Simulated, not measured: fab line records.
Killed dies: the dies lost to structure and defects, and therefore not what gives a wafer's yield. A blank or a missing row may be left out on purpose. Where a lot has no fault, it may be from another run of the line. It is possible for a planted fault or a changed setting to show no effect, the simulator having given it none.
Which tool did it? || flow nandHarc || Sampling: 12 lots, 36 wafers, 5 of 1159 route steps

WHAT THE GAUGES SHOWED, per wafer
NHARC_END_SORT_01.
{"lot": "L581", "measured": "day 22 11:03", "on": "prober-02", "defectLimitedYield (%)": "0 0 0", "killedAtArray": "38 36 29", "killedAtOther": "636 637 648", "killedAtPeriphery": "3 4 0", "killedDies": "677 677 677", "killedOpen": "3 4 3", "killedShort": "3 2 5", "sort_bin_2_pct (%)": "94.8 96.3 97.2", "sort_bin_3_pct (%)": "0.44 0.44 0.44", "sort_bin_4_pct (%)": "4.7 3.2 2.4", "sortNPass": "0 0 0", "sortRimYieldPct (%)": "0 0 0", "sortYieldPct (%)": "0 0 0"}
{"lot": "L580", "measured": "day 23 02:02", "on": "prober-02", "defectLimitedYield (%)": "0 0 0", "killedAtArray": "30 42 34", "killedAtOther": "646 634 642", "killedAtPeriphery": "1 1 1", "killedDies": "677 677 677", "killedOpen": "5 6 5", "killedShort": "2 2 6", "sort_bin_2_pct (%)": "97.5 96.2 96.2", "sort_bin_3_pct (%)": "0.44 0.59 0.74", "sort_bin_4_pct (%)": "2.1 3.2 3.1", "sortNPass": "0 0 0", "sortRimYieldPct (%)": "0 0 0", "sortYieldPct (%)": "0 0 0"}
{"lot": "L586", "measured": "day 24 02:55", "on": "prober-02", "defectLimitedYield (%)": "95.0 95.3 94.5", "killedAtArray": "31 28 34", "killedAtOther": "0 0 0", "killedAtPeriphery": "3 4 3", "killedDies": "34 32 37", "killedOpen": "1 3 4", "killedShort": "0 1 2", "sort_bin_2_pct (%)": "1.3 0.9 1.5", "sort_bin_3_pct (%)": "0.30 0.15 0.30", "sort_bin_4_pct (%)": "3.4 3.7 3.7", "sortNPass": "643 645 640", "sortRimYieldPct (%)": "97.2 99.1 96.2", "sortYieldPct (%)": "95.0 95.3 94.5"}

WHAT TOOL EACH LOT RAN ON (gives the tool, then ch and the chambers of the sampled wafers, and finally the start)
{"lot": "L569", "NHARC_A_BONDPAD_PVD_27": "pvdSputter-02, day 19 00:10 or earlier", "NHARC_THIN_TSV_DEP_43": "pecvd-03 ch 0,2, day 19 00:10", "NHARC_THIN_TSV_ETCH_44": "rieDiel-06 ch 0,1,2, day 19 01:15", "NHARC_THIN_TSV_STRIP_45": "plasmaAsher-01 ch 0,1, day 19 02:03"}
{"lot": "L573", "NHARC_A_BONDPAD_PVD_27": "pvdSputter-01, day 19 04:41 or earlier", "NHARC_THIN_TSV_DEP_43": "pecvd-01 ch 1,2, day 19 04:41", "NHARC_THIN_TSV_ETCH_44": "rieDiel-13 ch 2,3, day 19 05:46", "NHARC_THIN_TSV_STRIP_45": "plasmaAsher-02 ch 0,1, day 19 06:34"}
{"lot": "L572", "NHARC_A_BONDPAD_PVD_27": "pvdSputter-03, day 20 00:45 or earlier", "NHARC_THIN_TSV_DEP_43": "pecvd-02 ch 0,1,2, day 20 00:45", "NHARC_THIN_TSV_ETCH_44": "rieDiel-01 ch 0,1, day 20 01:48", "NHARC_THIN_TSV_STRIP_45": "plasmaAsher-02 ch 0,1, day 20 03:00"}
{"lot": "L576", "NHARC_A_BONDPAD_PVD_27": "pvdSputter-03, day 20 14:17 or earlier", "NHARC_THIN_TSV_DEP_43": "pecvd-03 ch 0,1, day 20 14:17", "NHARC_THIN_TSV_ETCH_44": "rieDiel-01 ch 0,1, day 20 15:23", "NHARC_THIN_TSV_STRIP_45": "plasmaAsher-02 ch 0,1, day 20 16:10"}
{"lot": "L581", "NHARC_A_BONDPAD_PVD_27": "pvdSputter-02, day 21 15:35 or earlier", "NHARC_THIN_TSV_DEP_43": "pecvd-03 ch 0,2, day 21 15:35", "NHARC_THIN_TSV_ETCH_44": "rieDiel-06 ch 0,1, day 21 16:43", "NHARC_THIN_TSV_STRIP_45": "plasmaAsher-02 ch 0,1, day 21 17:31"}
{"lot": "L580", "NHARC_A_BONDPAD_PVD_27": "pvdSputter-03, day 22 10:13 or earlier", "NHARC_THIN_TSV_DEP_43": "pecvd-03 ch 1,2, day 22 10:13", "NHARC_THIN_TSV_ETCH_44": "rieDiel-06 ch 0,2,3, day 22 11:19", "NHARC_THIN_TSV_STRIP_45": "plasmaAsher-02 ch 0,1, day 22 12:02"}
{"lot": "L585", "NHARC_A_BONDPAD_PVD_27": "pvdSputter-03, day 22 19:20 or earlier", "NHARC_THIN_TSV_DEP_43": "pecvd-01 ch 1,2, day 22 19:20", "NHARC_THIN_TSV_ETCH_44": "rieDiel-13 ch 0,1,2, day 22 20:25", "NHARC_THIN_TSV_STRIP_45": "plasmaAsher-01 ch 0,1, day 22 21:27"}
{"lot": "L587", "NHARC_A_BONDPAD_PVD_27": "pvdSputter-03, day 23 04:21 or earlier", "NHARC_THIN_TSV_DEP_43": "pecvd-01 ch 0,1,2, day 23 04:21", "NHARC_THIN_TSV_ETCH_44": "rieDiel-06 ch 0,2,3, day 23 05:28", "NHARC_THIN_TSV_STRIP_45": "plasmaAsher-01 ch 0,1, day 23 06:10"}
{"lot": "L586", "NHARC_A_BONDPAD_PVD_27": "pvdSputter-02, day 23 05:27 or earlier", "NHARC_THIN_TSV_DEP_43": "pecvd-02 ch 0,2, day 23 05:27", "NHARC_THIN_TSV_ETCH_44": "rieDiel-13 ch 1,2,3, day 23 06:29", "NHARC_THIN_TSV_STRIP_45": "plasmaAsher-02 ch 0,1, day 23 07:19"}
{"lot": "L588", "NHARC_A_BONDPAD_PVD_27": "pvdSputter-02, day 24 03:02 or earlier", "NHARC_THIN_TSV_DEP_43": "pecvd-02 ch 0,1,2, day 24 03:02", "NHARC_THIN_TSV_ETCH_44": "rieDiel-01 ch 0,2, day 24 04:01", "NHARC_THIN_TSV_STRIP_45": "plasmaAsher-02 ch 0,1, day 24 04:51"}
{"lot": "L590", "NHARC_A_BONDPAD_PVD_27": "pvdSputter-02, day 24 14:13 or earlier", "NHARC_THIN_TSV_DEP_43": "pecvd-03 ch 1,2, day 24 14:13", "NHARC_THIN_TSV_ETCH_44": "rieDiel-13 ch 0,1, day 24 15:13", "NHARC_THIN_TSV_STRIP_45": "plasmaAsher-02 ch 0,1, day 24 16:16"}
{"lot": "L591", "NHARC_A_BONDPAD_PVD_27": "pvdSputter-02, day 24 16:52 or earlier", "NHARC_THIN_TSV_DEP_43": "pecvd-02 ch 0,1,2, day 24 16:52", "NHARC_THIN_TSV_ETCH_44": "rieDiel-06 ch 0,1,2, day 24 18:01", "NHARC_THIN_TSV_STRIP_45": "plasmaAsher-01 ch 0,1, day 24 18:41"}
- NHARC_A_BONDPAD_PVD_27: deposits Cu, target thk 30 nm, time 20.49 s.
- NHARC_THIN_TSV_DEP_43: deposits SiO2, target thk 1328.5 nm.
- NHARC_THIN_TSV_ETCH_44: etches the open film in CF4/O2, target depth 1594.2 nm, time 797.1 s.
- NHARC_THIN_TSV_STRIP_45: strips in O2.

WHAT THE TOOLS THEMSELVES READ (means of the sampled wafers that have a number; where no wafer has one, the mark that the record gives instead)
NHARC_A_BONDPAD_PVD_27.
{"lot": "L569", "tool": "pvdSputter-02", "throttleValvePct (%)": 31.7}
{"lot": "L573", "tool": "pvdSputter-01", "throttleValvePct (%)": 28.4}
{"lot": "L572", "tool": "pvdSputter-03", "throttleValvePct (%)": 29.6}
{"lot": "L576", "tool": "pvdSputter-03", "throttleValvePct (%)": 30.1}
{"lot": "L581", "tool": "pvdSputter-02", "throttleValvePct (%)": 31.2}
{"lot": "L580", "tool": "pvdSputter-03", "throttleValvePct (%)": 30.3}
{"lot": "L585", "tool": "pvdSputter-03", "throttleValvePct (%)": 30.3}
{"lot": "L587", "tool": "pvdSputter-03", "throttleValvePct (%)": 30.1}
{"lot": "L586", "tool": "pvdSputter-02", "throttleValvePct (%)": 31.7}
{"lot": "L588", "tool": "pvdSputter-02", "throttleValvePct (%)": 31.4}
{"lot": "L590", "tool": "pvdSputter-02", "throttleValvePct (%)": 31.3}
{"lot": "L591", "tool": "pvdSputter-02", "throttleValvePct (%)": 31.7}

NHARC_THIN_TSV_DEP_43.
{"lot": "L569", "tool": "pecvd-03", "throttleValvePct (%)": 15.8}
{"lot": "L573", "tool": "pecvd-01", "throttleValvePct (%)": 16.2}
{"lot": "L572", "tool": "pecvd-02", "throttleValvePct (%)": 15.8}
{"lot": "L576", "tool": "pecvd-03", "throttleValvePct (%)": 16.0}
{"lot": "L581", "tool": "pecvd-03", "throttleValvePct (%)": 15.4}
{"lot": "L580", "tool": "pecvd-03", "throttleValvePct (%)": 15.7}
{"lot": "L585", "tool": "pecvd-01", "throttleValvePct (%)": 16.4}
{"lot": "L587", "tool": "pecvd-01", "throttleValvePct (%)": 16.5}
{"lot": "L586", "tool": "pecvd-02", "throttleValvePct (%)": 15.8}
{"lot": "L588", "tool": "pecvd-02", "throttleValvePct (%)": 15.8}
{"lot": "L590", "tool": "pecvd-03", "throttleValvePct (%)": 16.1}
{"lot": "L591", "tool": "pecvd-02", "throttleValvePct (%)": 15.9}

NHARC_THIN_TSV_ETCH_44.
{"lot": "L569", "tool": "rieDiel-06", "biasW (W)": 800.6, "drypumpMotorCurrentA (A)": 5.6, "oesProductAu (a.u.)": 1.011, "rfVppV (V)": 794, "showerheadPlenumPTorr (Torr)": 1.83, "throttleValvePct (%)": 16.912}
{"lot": "L573", "tool": "rieDiel-13", "biasW (W)": 798.8, "drypumpMotorCurrentA (A)": 5.4, "oesProductAu (a.u.)": 0.989, "rfVppV (V)": 795, "showerheadPlenumPTorr (Torr)": 1.85, "throttleValvePct (%)": 16.915}
{"lot": "L572", "tool": "rieDiel-01", "biasW (W)": 797.6, "drypumpMotorCurrentA (A)": 5.4, "oesProductAu (a.u.)": 0.997, "rfVppV (V)": 793, "showerheadPlenumPTorr (Torr)": 1.81, "throttleValvePct (%)": 16.921}
{"lot": "L576", "tool": "rieDiel-01", "biasW (W)": 801.6, "drypumpMotorCurrentA (A)": 5.4, "oesProductAu (a.u.)": 0.994, "rfVppV (V)": 793, "showerheadPlenumPTorr (Torr)": 1.81, "throttleValvePct (%)": 16.903}
{"lot": "L581", "tool": "rieDiel-06", "biasW (W)": 803.2, "drypumpMotorCurrentA (A)": 5.7, "oesProductAu (a.u.)": 1.016, "rfVppV (V)": 796, "showerheadPlenumPTorr (Torr)": 1.87, "throttleValvePct (%)": 16.920}
{"lot": "L580", "tool": "rieDiel-06", "biasW (W)": 800.7, "drypumpMotorCurrentA (A)": 5.4, "oesProductAu (a.u.)": 1.008, "rfVppV (V)": 791, "showerheadPlenumPTorr (Torr)": 1.78, "throttleValvePct (%)": 16.910}
{"lot": "L585", "tool": "rieDiel-13", "biasW (W)": 800.4, "drypumpMotorCurrentA (A)": 5.4, "oesProductAu (a.u.)": 1.004, "rfVppV (V)": 791, "showerheadPlenumPTorr (Torr)": 1.80, "throttleValvePct (%)": 16.919}
{"lot": "L587", "tool": "rieDiel-06", "biasW (W)": 800.7, "drypumpMotorCurrentA (A)": 5.4, "oesProductAu (a.u.)": 1.010, "rfVppV (V)": 791, "showerheadPlenumPTorr (Torr)": 1.78, "throttleValvePct (%)": 16.914}
{"lot": "L586", "tool": "rieDiel-13", "biasW (W)": 801.8, "drypumpMotorCurrentA (A)": 5.3, "oesProductAu (a.u.)": 0.996, "rfVppV (V)": 791, "showerheadPlenumPTorr (Torr)": 1.78, "throttleValvePct (%)": 16.915}
{"lot": "L588", "tool": "rieDiel-01", "biasW (W)": 801.8, "drypumpMotorCurrentA (A)": 5.5, "oesProductAu (a.u.)": 1.014, "rfVppV (V)": 794, "showerheadPlenumPTorr (Torr)": 1.84, "throttleValvePct (%)": 16.915}
{"lot": "L590", "tool": "rieDiel-13", "biasW (W)": 801.8, "drypumpMotorCurrentA (A)": 5.6, "oesProductAu (a.u.)": 1.001, "rfVppV (V)": 790, "showerheadPlenumPTorr (Torr)": 1.75, "throttleValvePct (%)": 16.920}
{"lot": "L591", "tool": "rieDiel-06", "biasW (W)": 800.8, "drypumpMotorCurrentA (A)": 5.6, "oesProductAu (a.u.)": 1.014, "rfVppV (V)": 794, "showerheadPlenumPTorr (Torr)": 1.82, "throttleValvePct (%)": 16.913}

NHARC_THIN_TSV_STRIP_45.
{"lot": "L569", "tool": "plasmaAsher-01", "drypumpMotorCurrentA (A)": 5.58, "heaterPowerW (W)": 354}
{"lot": "L573", "tool": "plasmaAsher-02", "drypumpMotorCurrentA (A)": 5.92, "heaterPowerW (W)": 271}
{"lot": "L572", "tool": "plasmaAsher-02", "drypumpMotorCurrentA (A)": 5.92, "heaterPowerW (W)": 269}
{"lot": "L576", "tool": "plasmaAsher-02", "drypumpMotorCurrentA (A)": 5.90, "heaterPowerW (W)": 273}
{"lot": "L581", "tool": "plasmaAsher-02", "drypumpMotorCurrentA (A)": "-", "heaterPowerW (W)": "-"}
{"lot": "L580", "tool": "plasmaAsher-02", "drypumpMotorCurrentA (A)": "-", "heaterPowerW (W)": "-"}
{"lot": "L585", "tool": "plasmaAsher-01", "drypumpMotorCurrentA (A)": 5.56, "heaterPowerW (W)": 335}
{"lot": "L587", "tool": "plasmaAsher-01", "drypumpMotorCurrentA (A)": 5.58, "heaterPowerW (W)": 332}
{"lot": "L586", "tool": "plasmaAsher-02", "drypumpMotorCurrentA (A)": 5.91, "heaterPowerW (W)": 276}
{"lot": "L588", "tool": "plasmaAsher-02", "drypumpMotorCurrentA (A)": 5.90, "heaterPowerW (W)": 279}
{"lot": "L590", "tool": "plasmaAsher-02", "drypumpMotorCurrentA (A)": 5.89, "heaterPowerW (W)": 318}
{"lot": "L591", "tool": "plasmaAsher-01", "drypumpMotorCurrentA (A)": 5.48, "heaterPowerW (W)": 329}

THE ANSWER, worked out from the rows above alone
Rule: the lots themselves supply what counts as usual. The widest of any qualifying gaps counts: lots, ordered by their means at a reading, are off when they make up no more than a third of the lots, leave a main group of 4 or more, and stand apart from it by 3 or more times the standard deviation of that group's means. Not used: any main group whose means are identical at the precision the tables above print for the reading. A lot without any number at a reading at which 4 lots or more have one is off too. Any other lot the step has rows for is counted as sound. The gauges are gone through in route order, then the tools' own readings, and for those a lot's mean is taken as printed above. At the first step where some lot is off, the reading lying furthest off is the one used; lots without a number count as furthest.
Off, at NHARC_THIN_TSV_STRIP_45 on drypumpMotorCurrentA: L581, L580. Without a number there: L581, L580. For the main group the mean is 5.76 A and the standard deviation 0.18.
A tool fits if, at that step or a process step before it, it ran every lot that is off, and no sound lot after the first of them. With no start given for some of its lots, NHARC_A_BONDPAD_PVD_27 uses the hours and lot order of NHARC_THIN_TSV_DEP_43. Of those tried, none fits.

WHAT THE SIMULATOR HAD PUT IN
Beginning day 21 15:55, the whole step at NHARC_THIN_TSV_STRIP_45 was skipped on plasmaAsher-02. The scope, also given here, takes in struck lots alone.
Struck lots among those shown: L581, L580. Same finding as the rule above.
